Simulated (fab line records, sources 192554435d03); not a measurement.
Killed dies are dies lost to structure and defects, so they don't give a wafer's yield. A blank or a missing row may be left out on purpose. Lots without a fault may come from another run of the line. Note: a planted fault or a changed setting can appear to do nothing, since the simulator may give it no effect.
fab line records    flow n5-finfet
record lots=10  wafers=30  last-day=17
route steps=1938 shown BEOL_M4@1088 BEOL_M5@1128 PASSIVATION@1936
lots that met no fault: from a run of the same line without faults
start-h: start of the lot's first displayed wafer, in hours after the record's first day    wait-h: hours from the lot's prior step to this one    " same as the row above    L1.1+2: several wafers, shown together as one row    - no value, or no start given    * or withheld: withheld    < > ~ a bound
route shown NAME@n: names a module that has steps shown in the file, with the first one's number in the route    usual: the fault-free wafers' mean and standard deviation    same: alike in all rows    chamber/n: place in a boat    sites: each site's reading    _std_site: the standard deviation of these    _edge_site: outer sites' mean less inner sites'    radius-mm: for every site, how far away it sits from the centre of the wafer    mask NAME#n: copy n    behind: the last tool/chamber to shape the wafer    hold: reason for holding the lot/hours on hold/outcome of the hold    device: the transistor (n, p or np) that didn't switch    end of line: tests run on the same wafers once the route is complete    step lacking rows: just its recipe    killed: dies lost to structure and defects at the first sort, not the wafer's yield    map: a wafer's dies, x killed, . not, _ none there
set.NAME: the setting as run; set.NAME@STEP: as run at that earlier step    model.NAME: the simulator's own value behind a step, which no gauge read
one table for each step of the route and one row for each wafer, over a sample of lots
services: from which hour (start-h, from the record's first day; less than 0 if before it) a tool's chamber was out of use, for how many hours, and why
## steps
# step N5_BEOL_M4_SPUTTER_81
# recipe material=Cu  target-thk-a=45  temp-c=-20  chamber-pressure-pa=0.07  power-w=withheld  time-s=8.29
# usual throttle-valve-pct=30.0/1.1
# same time-s=8.29
lot.wafer  tool            chamber  start-h  wait-h  throttle-valve-pct
L973.2     pvd-sputter-01  -        170.48   0.1     30.4
L973.3     "               -        "        "       31.1
L973.4     "               -        "        "       30.4
L978.2     pvd-sputter-01  -        204.79   0.1     27.9
L978.4     "               -        "        "       30.5
L978.5     "               -        "        "       30.9
L977.1     pvd-sputter-03  -        209.66   0.1     28.5
L977.4     "               -        "        "       29.4
L977.5     "               -        "        "       29.0
L984.1     pvd-sputter-01  -        250.07   0.1     30.7
L984.3     "               -        "        "       30.4
L984.5     "               -        "        "       30.8
L986.2     pvd-sputter-01  -        265.38   0.1     30.7
L986.3     "               -        "        "       30.4
L986.6     "               -        "        "       30.9
L985.1     pvd-sputter-02  -        266.46   0.1     31.4
L985.3     "               -        "        "       29.4
L985.4     "               -        "        "       31.4
L989.1     pvd-sputter-03  -        272.75   0.1     29.1
L989.3     "               -        "        "       29.2
L989.6     "               -        "        "       28.7
L990.3     pvd-sputter-02  -        295.45   0.1     31.0
L990.4     "               -        "        "       31.8
L990.5     "               -        "        "       31.6
L992.1     pvd-sputter-01  -        300.23   0.1     30.6
L992.5     "               -        "        "       27.9
L992.6     "               -        "        "       30.5
L993.3     pvd-sputter-01  -        303.51   0.1     30.1
L993.4     "               -        "        "       28.0
L993.5     "               -        "        "       28.3
# step N5_BEOL_M4_ANNEAL_82
# recipe temp-c=400  time-s=240  ambient=vacuum
# usual heater-power-w=819/67
# same time-s=240
lot.wafer  tool            chamber  start-h  wait-h  heater-power-w
L973.2     pvd-sputter-01  -        170.56   0.0     778
L973.3     "               -        "        "       767
L973.4     "               -        "        "       828
L978.2     pvd-sputter-01  -        204.87   0.0     815
L978.4     "               -        "        "       852
L978.5     "               -        "        "       768
L977.1     pvd-sputter-03  -        209.74   0.0     766
L977.4     "               -        "        "       775
L977.5     "               -        "        "       901
L984.1     pvd-sputter-01  -        250.15   0.0     833
L984.3     "               -        "        "       786
L984.5     "               -        "        "       848
L986.2     pvd-sputter-01  -        265.46   0.0     825
L986.3     "               -        "        "       807
L986.6     "               -        "        "       851
L985.1     pvd-sputter-02  -        266.54   0.0     801
L985.3     "               -        "        "       982
L985.4     "               -        "        "       721
L989.1     pvd-sputter-03  -        272.83   0.0     758
L989.3     "               -        "        "       936
L989.6     "               -        "        "       786
L990.3     pvd-sputter-02  -        295.53   0.0     850
L990.4     "               -        "        "       701
L990.5     "               -        "        "       725
L992.1     pvd-sputter-01  -        300.31   0.0     827
L992.5     "               -        "        "       817
L992.6     "               -        "        "       766
L993.3     pvd-sputter-01  -        303.59   0.0     787
L993.4     "               -        "        "       808
L993.5     "               -        "        "       814
# step N5_BEOL_M4_ANNEAL_89
# recipe temp-c=400  time-s=240  ambient=vacuum
# usual heater-power-w=819/66
# same time-s=240
lot.wafer  tool            chamber  start-h  wait-h  heater-power-w
L973.2     pvd-sputter-01  -        171.00   0.0     773
L973.3     "               -        "        "       778
L973.4     "               -        "        "       845
L978.2     pvd-sputter-01  -        205.31   0.0     855
L978.4     "               -        "        "       840
L978.5     "               -        "        "       769
L977.1     pvd-sputter-03  -        210.18   0.0     750
L977.4     "               -        "        "       786
L977.5     "               -        "        "       915
L984.1     pvd-sputter-01  -        250.59   0.0     873
L984.3     "               -        "        "       787
L984.5     "               -        "        "       835
L986.2     pvd-sputter-01  -        265.90   0.0     852
L986.3     "               -        "        "       783
L986.6     "               -        "        "       866
L985.1     pvd-sputter-02  -        266.98   0.0     798
L985.3     "               -        "        "       990
L985.4     "               -        "        "       729
L989.1     pvd-sputter-03  -        273.27   0.0     766
L989.3     "               -        "        "       941
L989.6     "               -        "        "       781
L990.3     pvd-sputter-02  -        295.97   0.0     839
L990.4     "               -        "        "       716
L990.5     "               -        "        "       715
L992.1     pvd-sputter-01  -        300.75   0.0     873
L992.5     "               -        "        "       827
L992.6     "               -        "        "       775
L993.3     pvd-sputter-01  -        304.03   0.0     822
L993.4     "               -        "        "       810
L993.5     "               -        "        "       824
# step N5_BEOL_M4_PRE_CLEAN_56
# recipe gas=NH3  time-s=15  temp-c=withheld  rf-power-w=300
# same time-s=15
lot.wafer   tool      chamber  start-h  wait-h
L973.2+3+4  pecvd-04  2,1,1    172.78   0.1
L978.2+4+5  pecvd-02  2,0,2    207.07   0.1
L977.1+4+5  pecvd-01  0,0,2    211.94   0.1
L984.1+3+5  pecvd-04  2,0,2    252.41   0.1
L986.2+3+6  pecvd-04  1,2,1    267.66   0.1
L985.1+3+4  pecvd-02  2,1,2    268.73   0.1
L989.1+3+6  pecvd-04  2,1,1    275.04   0.1
L990.3+4+5  pecvd-01  2,0,2    297.78   0.1
L992.1+5+6  pecvd-04  0,0,2    302.50   0.1
L993.3+4+5  pecvd-01  1,2,0    305.88   0.1
# step N5_BEOL_M4_INSPECT_59
# recipe inspect-instrument=darkfield  mode=post-dep
# usual raw-defect-count=72/20
lot.wafer  tool               chamber  start-h  wait-h  raw-defect-count
L973.2     defect-inspect-01  -        172.90   0.0     86
L973.3     "                  -        "        "       63
L973.4     "                  -        "        "       85
L978.2     defect-inspect-01  -        207.19   0.0     63
L978.4     "                  -        "        "       64
L978.5     "                  -        "        "       58
L977.1     defect-inspect-01  -        212.05   0.0     78
L977.4     "                  -        "        "       81
L977.5     "                  -        "        "       1317
L984.1     defect-inspect-01  -        252.52   0.0     87
L984.3     "                  -        "        "       112
L984.5     "                  -        "        "       105
L986.2     defect-inspect-02  -        267.78   0.0     52
L986.3     "                  -        "        "       46
L986.6     "                  -        "        "       83
L985.1     defect-inspect-02  -        268.85   0.0     44
L985.3     "                  -        "        "       37
L985.4     "                  -        "        "       35
L989.1     defect-inspect-02  -        275.20   0.1     43
L989.3     "                  -        "        "       76
L989.6     "                  -        "        "       72
L990.3     defect-inspect-01  -        297.89   0.0     62
L990.4     "                  -        "        "       97
L990.5     "                  -        "        "       91
L992.1     defect-inspect-02  -        302.62   0.0     61
L992.5     "                  -        "        "       77
L992.6     "                  -        "        "       50
L993.3     defect-inspect-01  -        306.00   0.0     124
L993.4     "                  -        "        "       73
L993.5     "                  -        "        "       112
# step N5_BEOL_M4_RC_MEAS_101
# usual DIBL_N=36.1/1.7  DIBL_P=35.9/2.1  IOFF_N=0.154/0.029  IOFF_P=0.21/0.035  ION_N=673/10  ION_P=463/7.5  SS_N=71.6/0.59  SS_P=73.2/0.69  VT_N=250.5/2.9  VT_P=-250/3.2
lot.wafer  tool       chamber  start-h  wait-h  DIBL_N[mV/V]  DIBL_P[mV/V]  IOFF_N[nA/um]  IOFF_P[nA/um]  ION_N[uA/um]  ION_P[uA/um]  SS_N[mV/dec]  SS_P[mV/dec]  VT_N[mV]  VT_P[mV]
L973.2     prober-01  0        173.08   0.2     39.6          38.2          0.231          0.30           687           465           71.7          74.2          244.0     -247
L973.3     "          0        "        "       37.8          35.8          0.185          0.25           672           468           72.2          74.4          250.5     -246
L973.4     "          0        "        "       38.2          36.4          0.194          0.26           683           464           72.5          73.7          248.7     -247
L978.2     prober-01  0        207.37   0.2     36.4          37.0          0.176          0.25           679           468           71.1          73.8          247.4     -247
L978.4     "          0        "        "       33.6          34.0          0.135          0.20           673           466           70.8          72.3          251.4     -248
L978.5     "          0        "        "       34.9          35.1          0.156          0.22           679           468           71.6          73.7          251.6     -248
L977.1     prober-02  0        212.08   0.0     35.8          35.7          0.138          0.22           664           461           71.4          72.8          252.6     -250
L977.4     "          0        "        "       36.5          37.4          0.160          0.24           672           469           71.9          73.1          249.0     -248
L977.5     "          0        "        "       36.2          37.3          0.155          0.24           674           466           72.1          72.9          246.5     -247
L984.1     prober-01  0        252.55   0.0     35.5          33.6          0.129          0.17           671           458           71.4          73.4          253.9     -256
L984.3     "          0        "        "       38.1          36.0          0.174          0.21           686           459           71.9          73.2          246.4     -250
L984.5     "          0        "        "       34.7          32.0          0.118          0.15           653           445           70.9          72.0          252.6     -253
L986.2     prober-02  0        267.96   0.2     36.9          36.6          0.160          0.22           668           460           72.4          73.3          250.9     -250
L986.3     "          0        "        "       36.1          36.0          0.148          0.20           674           460           71.6          73.1          252.0     -251
L986.6     "          0        "        "       37.9          37.5          0.186          0.22           668           456           72.3          72.8          248.8     -253
L985.1     prober-01  0        268.87   0.0     35.6          35.8          0.148          0.21           668           462           71.5          73.6          250.8     -250
L985.3     "          0        "        "       35.3          35.4          0.140          0.20           665           458           71.5          73.0          251.8     -250
L985.4     "          0        "        "       36.7          36.4          0.151          0.20           661           454           72.3          72.6          250.6     -250
L989.1     prober-01  0        275.23   0.0     38.0          37.8          0.192          0.24           691           469           72.7          73.1          248.7     -248
L989.3     "          0        "        "       35.1          33.7          0.117          0.17           650           449           71.3          72.9          255.1     -254
L989.6     "          0        "        "       38.2          37.4          0.187          0.22           687           468           72.1          73.4          246.8     -250
L990.3     prober-01  0        298.23   0.3     34.4          35.2          0.130          0.18           676           459           70.9          72.7          253.2     -253
L990.4     "          0        "        "       35.6          36.6          0.144          0.20           666           458           71.2          73.3          250.0     -250
L990.5     "          0        "        "       34.5          34.1          0.115          0.16           653           452           71.0          72.6          254.2     -252
L992.1     prober-02  0        302.65   0.0     34.0          33.3          0.125          0.19           672           465           71.2          71.5          253.6     -254
L992.5     "          0        "        "       32.3          32.1          0.120          0.19           676           475           70.9          72.4          250.4     -252
L992.6     "          0        "        "       35.7          34.5          0.151          0.21           667           464           71.7          72.7          248.6     -251
L993.3     prober-02  0        306.34   0.3     36.1          34.5          0.143          0.21           668           466           70.9          72.8          252.3     -247
L993.4     "          0        "        "       36.5          35.5          0.158          0.22           676           468           71.9          72.2          247.6     -249
L993.5     "          0        "        "       35.0          33.4          0.135          0.19           677           474           71.2          72.3          251.1     -250
# step N5_BEOL_M5_INSPECT_13
# recipe mode=adi  inspect-instrument=brightfield
# usual raw-defect-count=399/110
lot.wafer  tool               chamber  start-h  wait-h  raw-defect-count
L973.2     defect-inspect-01  -        177.57   0.0     487
L973.3     "                  -        "        "       523
L973.4     "                  -        "        "       474
L978.2     defect-inspect-02  -        211.62   0.0     217
L978.4     "                  -        "        "       269
L978.5     "                  -        "        "       293
L977.1     defect-inspect-01  -        214.98   0.1     398
L977.4     "                  -        "        "       573
L977.5     "                  -        "        "       1716
L984.1     defect-inspect-02  -        255.22   0.1     291
L984.3     "                  -        "        "       313
L984.5     "                  -        "        "       299
L986.2     defect-inspect-02  -        270.22   0.0     273
L986.3     "                  -        "        "       288
L986.6     "                  -        "        "       407
L985.1     defect-inspect-02  -        274.33   0.1     328
L985.3     "                  -        "        "       316
L985.4     "                  -        "        "       308
L989.1     defect-inspect-02  -        278.55   0.1     293
L989.3     "                  -        "        "       341
L989.6     "                  -        "        "       327
L990.3     defect-inspect-02  -        301.77   0.0     545
L990.4     "                  -        "        "       446
L990.5     "                  -        "        "       508
L992.1     defect-inspect-01  -        305.37   0.1     574
L992.5     "                  -        "        "       477
L992.6     "                  -        "        "       342
L993.3     defect-inspect-02  -        309.05   0.0     595
L993.4     "                  -        "        "       326
L993.5     "                  -        "        "       464
# step N5_PASSIVATION_PROBE_49
# usual defect-limited-yield=91.3/1.4  killed_at_M0_to_M3=34/9.2  killed_at_M4_up=13/5.3  killed-at-contacts=12/6  killed-at-front-end=39/12  killed-at-other=4/3.3  killed-dies=102/17  killed-on-rim=13/3.9  killed-open=67/12  killed-short=34/7.4  sort_bin_5_function=5.1/1  sort_bin_6_memory=3.2/0.6  sort-n-pass=1078/17  sort-yield-pct=91.3/1.4
# same gross-dies=1180  killed-at-back-side=0  sort_bin_4_leakage[%]=0  sort_bin_8_speed[%]=0
lot.wafer  tool       chamber  start-h  wait-h  defect-limited-yield[%]  killed_at_M0_to_M3  killed_at_M4_up  killed-at-contacts  killed-at-front-end  killed-at-other  killed-dies  killed-on-rim  killed-open  killed-short  sort_bin_5_function[%]  sort_bin_6_memory[%]  sort-n-pass  sort-yield-pct[%]
L977.1     prober-01  -        314.35   0.0     87.0                     41                  21               12                  75                   4                153          17             105          47            8.2                     4.4                   1027         87.0
L977.4     prober-01  -        314.50   0.2     88.1                     42                  11               15                  70                   3                141          24             89           52            6.9                     4.3                   1039         88.1
L977.5     prober-01  -        314.55   0.2     77.6                     24                  166              25                  43                   6                264          11             74           32            13.5                    4.7                   916          77.6
# killed by level:class
L977.1 FIN_SAQP:geometric-particle:open=23 FIN_SAQP:geometric-particle:short=14 BEOL_M4:geometric-particle:open=11 STI_FIN_REVEAL:geometric-particle:open=10 MOL_CONTACT_COAG:geometric-particle:open=9 BEOL_M2:geometric-particle:open=9 BEOL_M0_SAQP:geometric-particle:short=8 BEOL_M0_SAQP:geometric-particle:open=8
L977.4 FIN_SAQP:geometric-particle:open=20 FIN_SAQP:geometric-particle:short=19 STI_FIN_REVEAL:geometric-particle:open=13 BEOL_M1:geometric-particle:open=13 BEOL_M2:geometric-particle:open=12 MOL_CONTACT_COAG:geometric-particle:open=11 BEOL_M0_SAQP:geometric-particle:short=8 MOL_CONTACT_COAG:geometric-particle:short=4
L977.5 BEOL_M4:unspecified=156 MOL_CONTACT_COAG:geometric-particle:open=21 FIN_SAQP:geometric-particle:open=10 FIN_SAQP:geometric-particle:short=10 BEOL_M0:geometric-particle:open=6 BEOL_M2:geometric-particle:open=6 GATE_CUT:geometric-particle:short=5 GATE_CUT:geometric-particle:open=4
## services
tool            chamber  start-h  hours  kind
pecvd-02        1        161.14   2.1    scheduled-down
pecvd-01        1        164.35   20.2   repair
pecvd-04        0        181.95   2.0    repair
pvd-sputter-01  -        182.92   8.3    repair
pecvd-04        -        188.59   2.2    repair
pecvd-04        2        202.38   -      clean
pecvd-04        2        202.38   -      consumable-replace:showerhead
pecvd-04        2        202.38   29.0   scheduled-down
pecvd-04        2        202.38   29.0   vent-cycle
pecvd-04        -        205.00   0.8    repair
pecvd-02        2        251.26   2.1    scheduled-down
pecvd-04        -        269.27   1.5    repair
pecvd-01        1        284.69   6.8    repair
pecvd-01        -        286.81   3.3    repair
## key
first-sign step=N5_BEOL_M4_INSPECT_59  reading=raw-defect-count  direction=up  sigmas=63  usual=72  struck=1317
effect step=N5_BEOL_M5_INSPECT_13  reading=raw-defect-count  direction=up  sigmas=11  usual=399  struck=1716
effect step=N5_PASSIVATION_PROBE_49  reading=killed_at_M4_up  direction=up  sigmas=29  usual=13  struck=166
more-kills-born-at N5_BEOL_M4_PRE_CLEAN_56@pecvd-01=156
met-at N5_BEOL_M4_PRE_CLEAN_56
struck-lots L977
struck-wafers L977.5
not-acting-at N5_BEOL_M4_SPUTTER_81,N5_BEOL_M4_ANNEAL_82,N5_BEOL_M4_ANNEAL_89
fault kind=chamber-particle-source  tool=pecvd-01  chamber=2  onset-h=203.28  steps=N5_BEOL_M4_PRE_CLEAN_56  rate-per-visit-cm2=1.938  end-h=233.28
